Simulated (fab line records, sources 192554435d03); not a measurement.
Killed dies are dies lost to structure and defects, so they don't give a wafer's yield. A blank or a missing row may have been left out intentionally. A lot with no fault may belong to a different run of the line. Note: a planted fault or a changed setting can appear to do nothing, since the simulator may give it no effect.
Lot-split experiment ; flow n5_finfet ; 21 wafers read across 7 lots, on a route 1938 steps long

== ABOUT THE SPLIT ==
At N5_BEOL_M12_ILD_DEP_00 (deposits SiOC from DEMS/O2, target thk 658.92 nm, time 130.7 s), the setting time_s was moved away from the recipe's 130.7 s on 7 of the 21 wafers read, by -13.7% to +13.5%. All remaining wafers had this setting at the recipe value.

No step appears in the file between the split and the reading.

== THE READING ==
M12_ILD_THK at N5_BEOL_M12_THK_MEAS_01, in nm. A value of 660 nm with a standard deviation of 8.4 nm is what fault-free wafers of this fab line usually give.

wafer;tool, chamber at the split;time_s as run, s;against the recipe;M12_ILD_THK, nm;against lot-mates on the recipe
L076.1;pecvd-02, 0;145.6;+11.4%;725;+64
L076.3;pecvd-02, 1;130.7;recipe;654;-
L076.6;pecvd-02, 1;130.7;recipe;669;-
L077.3;pecvd-04, 0;130.7;recipe;657;-
L077.4;pecvd-04, 0;130.7;recipe;666;-
L077.6;pecvd-04, 2;121.5;-7.0%;617;-44
L078.2;pecvd-02, 1;130.7;recipe;661;-
L078.4;pecvd-02, 0;130.7;recipe;661;-
L078.5;pecvd-02, 1;130.7;recipe;666;-
L081.3;pecvd-04, 2;130.7;recipe;650;-
L081.4;pecvd-04, 1;130.7;recipe;659;-
L081.6;pecvd-04, 0;138.3;+5.8%;699;+44
L091.2;pecvd-03, 2;130.7;recipe;655;-
L091.3;pecvd-03, 0;130.7;recipe;653;-
L091.6;pecvd-03, 0;143.2;+9.6%;724;+70
L095.3;pecvd-03, 2;148.4;+13.5%;759;+92
L095.4;pecvd-03, 1;148.4;+13.5%;767;+100
L095.5;pecvd-03, 0;130.7;recipe;667;-
L093.2;pecvd-02, 0;130.7;recipe;654;-
L093.4;pecvd-02, 0;130.7;recipe;658;-
L093.5;pecvd-02, 2;112.8;-13.7%;568;-88

FIT RESULTS
A straight line over all 21 wafers: M12_ILD_THK changes by +6.9 nm for each +1% of time_s; r = +0.99; the points scatter about the line by 6.9 nm.
The same after taking each lot's own level away (the mean of its wafers on the recipe; 21 wafers): +6.69 nm for each +1%; r = +0.99; scatter 5.4 nm.
Per that fit: largest time_s move, reading shift of 92 nm.
From 654.0 to 667.0 nm: that is the span of the lots' own levels, equal to 1.5 times the standard deviation above.
Hence the lot-to-lot level has little effect on the slope; both slopes agree.
Check: -92.3 nm against its lot-mates is what the line predicts for one of the wafers moved furthest among these (-13.7%) when that wafer is left out of the fit. It came out at -88 nm against them.

== THE WHOLE CHAIN: every reading that the file lists as answering this split, in the file's order ==
step;what it does;reading;change (the file's fit);r (the file's)
N5_BEOL_M12_ILD_DEP_00;deposits SiOC from DEMS/O2, target thk 658.92 nm, time 130.7 s;SiOC_of_BEOL_M12_ILD_DEP_00.thk_nm (the simulator's own value, which no gauge read);+6.63 nm for each +1% of the setting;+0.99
N5_BEOL_M12_THK_MEAS_01;;M12_ILD_THK;+6.63 for each +1% of the setting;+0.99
N5_BEOL_M12_VIA_ETCH_16;etches SiOC in C4F8/O2/Ar, target depth 724.8 nm;etch.depth_nm (the simulator's own value, which no gauge read);+6.63 nm for each +1% of the setting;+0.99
N5_BEOL_M12_VIA_ETCH_16;etches SiOC in C4F8/O2/Ar, target depth 724.8 nm;coat_of_BEOL_M12_COAT_04.thk_nm (the simulator's own value, which no gauge read);-1.87 nm for each +1% of the setting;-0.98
N5_BEOL_M12_STRIP_63;strips in N2/H2;strip_time_to_endpoint_s;withheld for each +1% of the setting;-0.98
N5_BEOL_M12_ETCH_38;etches SiCN in CF4/N2, target depth 68.7 nm, time 73.4 s;SiOC_of_BEOL_M12_ILD_DEP_00.thk_nm (the simulator's own value, which no gauge read);+6.67 nm for each +1% of the setting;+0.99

== THE FILE'S OWN FIT ==
M12_ILD_THK changes by +6.63 nm for each +1% of time_s, r = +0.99.
